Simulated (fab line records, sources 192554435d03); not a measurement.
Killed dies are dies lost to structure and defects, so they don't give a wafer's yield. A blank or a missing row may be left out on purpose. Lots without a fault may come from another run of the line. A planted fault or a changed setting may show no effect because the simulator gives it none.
Chamber matching | flow n5_finfet | N5_ILD0_CMP_12 on cmp-01: 4 sister chambers
The step polishes SiNx, stops on poly-Si, t overpolish 6 s, target thk 17.67 nm. 4 wafers are shown with their chamber, then 12 later ones without.

WAFERS WITH THEIR CHAMBER
wafer  | chamber | motor_current_A (A)
L086.2 | 3       | 8.8
L089.6 | 2       | 8.6
L090.4 | 1       | 8.8
L090.6 | 0       | 8.7

WAFERS WITHOUT THEIR CHAMBER
wafer  | motor_current_A (A)
L094.1 | 8.6
L094.4 | 8.6
L094.6 | 8.9
L095.1 | 8.6
L095.4 | 8.5
L095.5 | 8.9
L097.2 | 9.0
L097.3 | 8.7
L097.6 | 8.2
L096.3 | 9.1
L096.4 | 8.3
L096.6 | 8.9

WHICH CHAMBER EACH WENT THROUGH
wafer  | from the rows above               | in truth
L094.1 | can't be placed: 2 or 0 or 1 or 3 | 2
L094.4 | can't be placed: 2 or 0 or 1 or 3 | 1
L094.6 | can't be placed: 1 or 3 or 0 or 2 | 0
L095.1 | can't be placed: 2 or 0 or 1 or 3 | 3
L095.4 | can't be placed: 2 or 0 or 1 or 3 | 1
L095.5 | can't be placed: 1 or 3 or 0 or 2 | 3
L097.2 | can't be placed: 1 or 3 or 0 or 2 | 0
L097.3 | can't be placed: 0 or 2 or 1 or 3 | 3
L097.6 | can't be placed: 2 or 0 or 1 or 3 | 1
L096.3 | can't be placed: 1 or 3 or 0 or 2 | 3
L096.4 | can't be placed: 2 or 0 or 1 or 3 | 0
L096.6 | can't be placed: 1 or 3 or 0 or 2 | 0
Placed correctly: 0 of 12. Can't be placed from these rows: 12 (the true chamber is among the candidates in 12). Placed wrongly: 0.
How it was worked out, from the rows above alone: a wafer's distance from a chamber is the root of the sum, over the readings, of the square of ((its reading less the chamber's mean) divided by the reading's scatter). The wafer belongs to the nearest chamber; if the next one is less than 2 further off, it can't be placed. A chamber's mean is the mean of its shown wafers. The scatter: with one shown wafer a chamber, the root of the mean of the squares of how far each hidden wafer lies from its nearest shown one.
